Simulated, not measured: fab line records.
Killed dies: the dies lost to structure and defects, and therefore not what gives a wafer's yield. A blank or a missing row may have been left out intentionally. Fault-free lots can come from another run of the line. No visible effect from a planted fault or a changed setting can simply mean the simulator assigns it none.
fab line records -- flow n5_finfet -- part 2 of 2: steps 27 to 34 of 34
record lots=5, wafers=15, last_day=17
route steps=1938 shown BEOL_M11@1590 BEOL_M12@1602
lots untouched by any fault: they come from a run of this same line in which no faults occurred
start_h: start of the lot's first displayed wafer, in hours after the record's first day -- wait_h: time in hours since the lot's previous step -- " identical to the entry in the row above -- L1.1+2: a row that stands for several wafers -- - value missing, or start not given -- * or withheld: withheld -- < > ~ a bound
route shown NAME@n: NAME is a module with steps in the file, n the number in the route of the first one -- usual: average and standard deviation across the fault-free wafers -- same: alike in all rows -- chamber/n: place in a boat -- sites: the reading at each site -- _std_site: standard deviation across them -- _edge_site: mean of outer sites minus mean of inner sites -- radius_mm: how far each site lies from the wafer's centre -- mask NAME#n: copy n -- behind: the tool/chamber that last shaped the wafer -- hold: why the lot was held/for how many hours/how that ended -- device: the transistor (n, p or np) that didn't switch -- end of line: the tests these same wafers got at the end of their route -- step lacking rows: just its recipe -- killed: not the wafer's yield, but the dies lost to structure and defects at the first sort -- map: dies across one wafer; x = killed, . = not, _ = none there
set.NAME: the setting that was run; set.NAME@STEP: the one run at that earlier step -- model.NAME: the simulator's own value behind a step, which no gauge read
certain route steps with their lots: each step a table, each wafer a row
services: when a tool's chamber went out of use (start_h, in hours from the record's first day, below 0 if earlier), for how many hours, and the reason
## steps
# step N5_BEOL_M12_ETCH_59
# recipe chemistry=N2/H2, target=BARC, target_depth_a=890, overetch_a=267, time_s=67.9, ion_energy_ev=200, pressure_mtorr=30, source_w=840, bias_w=150, n2_flow_sccm=200, h2_flow_sccm=200
# usual drypump_motor_current_A=5.8/0.37, n2_flow_sccm=200.0/0.56, oes_product_au=0.69/0.062, rf_vpp_V=524.9/2.2, showerhead_plenum_p_Torr=2.59/0.076, throttle_valve_pct=17.68/0.25
lot.wafer,tool,chamber,start_h,wait_h,drypump_motor_current_A,n2_flow_sccm,oes_product_au,rf_hours_counter_h,rf_vpp_V,showerhead_plenum_p_Torr,throttle_valve_pct
L077.1,rie_diel-05,1,248.02,0.0,5.7,199.2,0.61,165,526.6,2.65,17.69
L077.5,rie_diel-05,3,248.02,0.0,5.9,200.8,0.84,-,522.6,2.51,17.62
L077.6,rie_diel-05,2,248.02,0.0,5.8,199.9,0.73,-,523.9,2.59,17.26
L084.3,rie_diel-05,0,314.14,0.0,5.1,200.2,0.70,70,528.0,2.69,17.98
L084.4,rie_diel-05,1,314.14,0.0,5.7,200.0,0.60,192,526.9,2.64,17.75
L084.5,rie_diel-05,0,314.14,0.0,5.1,200.0,0.70,-,528.4,2.69,17.99
L089.2,rie_diel-05,2,323.39,0.0,5.8,199.5,0.70,79,525.4,2.57,17.32
L089.3,rie_diel-05,1,323.39,0.0,5.7,199.5,0.60,195,526.1,2.63,17.74
L089.5,rie_diel-05,2,323.39,0.0,5.8,199.5,0.71,-,524.5,2.57,17.31
L095.1,rie_diel-05,1,363.89,0.0,5.6,200.2,0.59,213,524.9,2.63,17.78
L095.3,rie_diel-05,2,363.89,0.0,5.8,199.5,0.69,97,524.5,2.57,17.35
L095.6,rie_diel-05,0,363.89,0.0,5.1,200.6,0.69,-,526.9,2.69,18.01
L097.1,rie_diel-04,1,376.17,0.0,6.0,201.8,0.66,132,523.5,2.56,17.54
L097.2,rie_diel-04,2,376.17,0.0,5.9,199.5,0.63,164,523.8,2.54,18.20
L097.5,rie_diel-04,3,376.17,0.0,5.6,200.3,0.70,-,523.6,2.57,17.61
# step N5_BEOL_M12_VIA_ETCH_16
# recipe chemistry=C4F8/O2/Ar, target=SiOC, pressure_mtorr=30, source_w=3000, bias_w=700, Ar_flow_sccm=400, C4F8_flow_sccm=15, O2_flow_sccm=8, he_inner_torr=15, he_outer_torr=30, target_depth_a=7248, time_s=withheld, ion_energy_ev=250, ends=cleared
# usual drypump_motor_current_A=5.8/0.37, oes_product_au=0.73/0.069, rf_vpp_V=666.8/2.6, showerhead_plenum_p_Torr=3.47/0.093, throttle_valve_pct=24.00/0.25
lot.wafer,tool,chamber,start_h,wait_h,drypump_motor_current_A,oes_product_au,rf_vpp_V,showerhead_plenum_p_Torr,throttle_valve_pct
L077.1,rie_diel-05,1,248.08,0.0,5.6,0.65,669.3,3.54,23.99
L077.5,rie_diel-05,3,248.08,0.0,5.9,0.89,663.4,3.36,24.02
L077.6,rie_diel-05,2,248.08,0.0,5.8,0.79,667.2,3.46,23.57
L084.3,rie_diel-05,0,314.19,0.0,5.1,0.74,670.2,3.60,24.26
L084.4,rie_diel-05,1,314.19,0.0,5.7,0.63,668.5,3.53,24.04
L084.5,rie_diel-05,0,314.19,0.0,5.1,0.74,669.3,3.59,24.27
L089.2,rie_diel-05,2,323.44,0.0,5.8,0.74,667.3,3.44,23.59
L089.3,rie_diel-05,1,323.44,0.0,5.7,0.63,668.6,3.53,24.03
L089.5,rie_diel-05,2,323.44,0.0,5.8,0.76,666.7,3.44,23.59
L095.1,rie_diel-05,1,363.94,0.0,5.6,0.62,667.1,3.52,24.05
L095.3,rie_diel-05,2,363.94,0.0,5.8,0.73,666.4,3.43,23.62
L095.6,rie_diel-05,0,363.94,0.0,5.1,0.72,670.5,3.59,24.29
L097.1,rie_diel-04,1,376.22,0.0,6.0,0.69,665.4,3.44,23.87
L097.2,rie_diel-04,2,376.22,0.0,5.9,0.67,665.7,3.41,24.48
L097.5,rie_diel-04,3,376.22,0.0,5.6,0.74,667.9,3.45,23.92
# step N5_BEOL_M12_STRIP_63
# recipe chemistry=N2/H2, power_w=1000, temp_c=250, h2_frac=0.65, overash_fraction=0.3, pressure_mtorr=1000, n2_flow_sccm=1750, h2_flow_sccm=3250
# usual drypump_motor_current_A=5.9/0.48, heater_power_w=366/30, n2_flow_sccm=1751/4.9, oes_product_au=0.693/0.0051, strip_time_to_endpoint_s=42.6/0.75
lot.wafer,tool,chamber,start_h,wait_h,drypump_motor_current_A,heater_power_w,n2_flow_sccm,oes_product_au,rf_hours_counter_h,strip_time_to_endpoint_s
L077.1,plasma_asher-02,0,248.28,-,5.5,396,1752,0.698,108,42.7
L077.5,plasma_asher-02,1,248.28,-,6.2,385,1750,0.697,-,42.0
L077.6,plasma_asher-02,0,248.28,-,5.5,386,1750,0.686,-,42.2
L084.3,plasma_asher-02,1,314.41,-,6.2,372,1758,0.690,-,42.2
L084.4,plasma_asher-02,0,314.41,-,5.5,395,1755,0.695,-,41.9
L084.5,plasma_asher-02,0,314.41,-,5.5,386,1759,0.693,-,42.0
L089.2,plasma_asher-01,1,323.64,-,5.5,320,1758,0.693,99,42.6
L089.3,plasma_asher-01,1,323.64,-,5.5,319,1752,0.692,-,44.0
L089.5,plasma_asher-01,1,323.64,-,5.5,322,1755,0.691,-,42.0
L095.1,plasma_asher-01,0,364.14,-,6.6,391,1751,0.692,108,43.0
L095.3,plasma_asher-01,0,364.14,-,6.6,375,1748,0.701,-,43.8
L095.6,plasma_asher-01,1,364.14,-,5.5,318,1755,0.692,-,42.2
L097.1,plasma_asher-02,1,376.42,-,6.2,388,1744,0.690,132,43.2
L097.2,plasma_asher-02,0,376.42,-,5.5,386,1747,0.691,132,43.4
L097.5,plasma_asher-02,1,376.42,-,6.2,378,1751,0.698,-,41.7
# step N5_BEOL_M12_STRIP_64
# recipe chemistry=N2/H2, power_w=1000, temp_c=250, h2_frac=0.65, overash_fraction=0.3, pressure_mtorr=withheld, n2_flow_sccm=1750, h2_flow_sccm=3250
# usual drypump_motor_current_A=5.9/0.48, heater_power_w=366/29, n2_flow_sccm=1749/4.8, oes_product_au=0.714/0.0052, strip_time_to_endpoint_s=31.29/0.059
lot.wafer,tool,chamber,start_h,wait_h,drypump_motor_current_A,heater_power_w,n2_flow_sccm,oes_product_au,rf_hours_counter_h,strip_time_to_endpoint_s
L077.1,plasma_asher-02,0,248.34,0.0,5.5,380,1745,0.713,108,31.27
L077.5,plasma_asher-02,1,248.34,0.0,6.2,388,1753,0.713,-,31.34
L077.6,plasma_asher-02,0,248.34,0.0,5.5,385,1750,0.714,-,31.31
L084.3,plasma_asher-02,1,314.47,0.0,6.2,379,1743,0.722,-,31.41
L084.4,plasma_asher-02,0,314.47,0.0,5.5,392,1755,0.717,-,31.31
L084.5,plasma_asher-02,0,314.47,0.0,5.5,387,1742,0.710,-,31.26
L089.2,plasma_asher-01,1,323.70,0.0,5.5,319,1741,0.720,99,31.21
L089.3,plasma_asher-01,1,323.70,0.0,5.4,320,1753,0.728,-,31.28
L089.5,plasma_asher-01,1,323.70,0.0,5.5,325,1750,0.722,-,31.27
L095.1,plasma_asher-01,0,364.20,0.0,6.6,381,1751,0.718,108,31.26
L095.3,plasma_asher-01,0,364.20,0.0,6.6,383,1743,0.715,-,31.22
L095.6,plasma_asher-01,1,364.20,0.0,5.5,319,1752,0.716,-,31.29
L097.1,plasma_asher-02,1,376.48,0.0,6.2,373,1744,0.715,132,31.21
L097.2,plasma_asher-02,0,376.48,0.0,5.5,399,1745,0.716,132,31.17
L097.5,plasma_asher-02,1,376.48,0.0,6.2,395,1747,0.719,-,31.23
# step N5_BEOL_M12_STRIP_71
# recipe chemistry=post_etch_residue_remover, time_s=60, temp_c=25, remover_ph=withheld, remover_water_wt_pct=withheld, remover_fluoride_wt_pct=withheld
lot.wafer,tool,chamber,start_h,wait_h
L077.1+5+6,wet_bench-05,"2,7,0",248.42,0.1
L084.3+4+5,wet_bench-05,"0,2,5",314.54,0.0
L089.2+3+5,wet_bench-05,"3,5,1",323.78,0.1
L095.1+3+6,wet_bench-05,"4,7,2",364.29,0.1
L097.1+2+5,wet_bench-06,"5,2,7",376.57,0.1
# step N5_BEOL_M12_SRD_72
# recipe time_s=30, temp_c=23, rinse_liquid=diw, dry=n2_spin, spin_rpm=1500, dry_time_s=30
lot.wafer,tool,chamber,start_h,wait_h
L077.1+5+6,wet_bench-05,"2,7,0",248.44,0.0
L084.3+4+5,wet_bench-05,"0,2,5",314.56,0.0
L089.2+3+5,wet_bench-05,"3,5,1",323.81,0.0
L095.1+3+6,wet_bench-05,"4,7,2",364.31,0.0
L097.1+2+5,wet_bench-06,"5,2,7",376.59,0.0
# step N5_BEOL_M12_CD_MEAS_17
# recipe target_cd_nm=140, polarity=opening
# usual cd_nm=140.4/1.6
lot.wafer,tool,chamber,start_h,wait_h,cd_nm
L077.1,cd_sem-01,-,248.49,0.0,139.7
L077.5,cd_sem-01,-,248.49,0.0,142.5
L077.6,cd_sem-01,-,248.49,0.0,139.3
L084.3,cd_sem-03,-,314.60,0.0,136.8
L084.4,cd_sem-03,-,314.60,0.0,136.9
L084.5,cd_sem-03,-,314.60,0.0,140.1
L089.2,cd_sem-02,-,323.85,0.0,141.1
L089.3,cd_sem-02,-,323.85,0.0,138.3
L089.5,cd_sem-02,-,323.85,0.0,141.7
L095.1,cd_sem-03,-,364.35,0.0,141.7
L095.3,cd_sem-03,-,364.35,0.0,141.5
L095.6,cd_sem-03,-,364.35,0.0,141.1
L097.1,cd_sem-01,-,376.63,0.0,143.7
L097.2,cd_sem-01,-,376.63,0.0,144.8
L097.5,cd_sem-01,-,376.63,0.0,142.1
# step N5_BEOL_M12_COAT_65
# recipe resist=SOC, temp_c=250, time_s=60, spin_rpm=1500, resist_thk_nm=300
lot.wafer,tool,chamber,start_h,wait_h
L077.1+5+6,litho_track-03,0,248.52,0.0
L084.3+4+5,litho_track-04,0,314.64,0.0
L089.2+3+5,litho_track-01,0,323.88,0.0
L095.1+3+6,litho_track-03,0,364.38,0.0
L097.1+2+5,litho_track-03,0,376.66,0.0
## services
tool,chamber,start_h,hours,kind
krf_scanner-01,-,224.49,0.8,pm
cmp-02,-,230.48,1.0,repair
plasma_asher-01,-,232.71,0.5,repair
cmp-02,-,264.59,5.4,pm
krf_scanner-01,-,270.20,0.4,repair
pecvd-02,2,273.24,6.8,repair
cvd_co-02,1,278.12,4.1,repair
pecvd-01,1,289.93,18.0,repair
krf_scanner-01,-,292.31,1.1,repair
pecvd-01,0,293.05,6.1,repair
krf_scanner-01,-,294.18,1.0,pm
cmp-02,-,296.11,2.5,repair
pvd_sputter-01,-,300.26,1.2,repair
cvd_co-02,-,311.75,5.6,repair
pecvd-01,2,315.64,3.9,repair
krf_scanner-01,-,316.78,0.8,pm
pecvd-01,-,318.23,0.4,repair
krf_scanner-01,-,323.69,1.3,pm
plasma_asher-02,-,332.21,4.7,repair
plasma_asher-01,-,337.48,0.4,repair
rie_diel-05,0,344.58,14.1,repair
rie_diel-05,3,360.97,47.8,repair
rie_diel-05,-,365.03,0.5,repair
cvd_co-02,1,372.06,4.4,repair
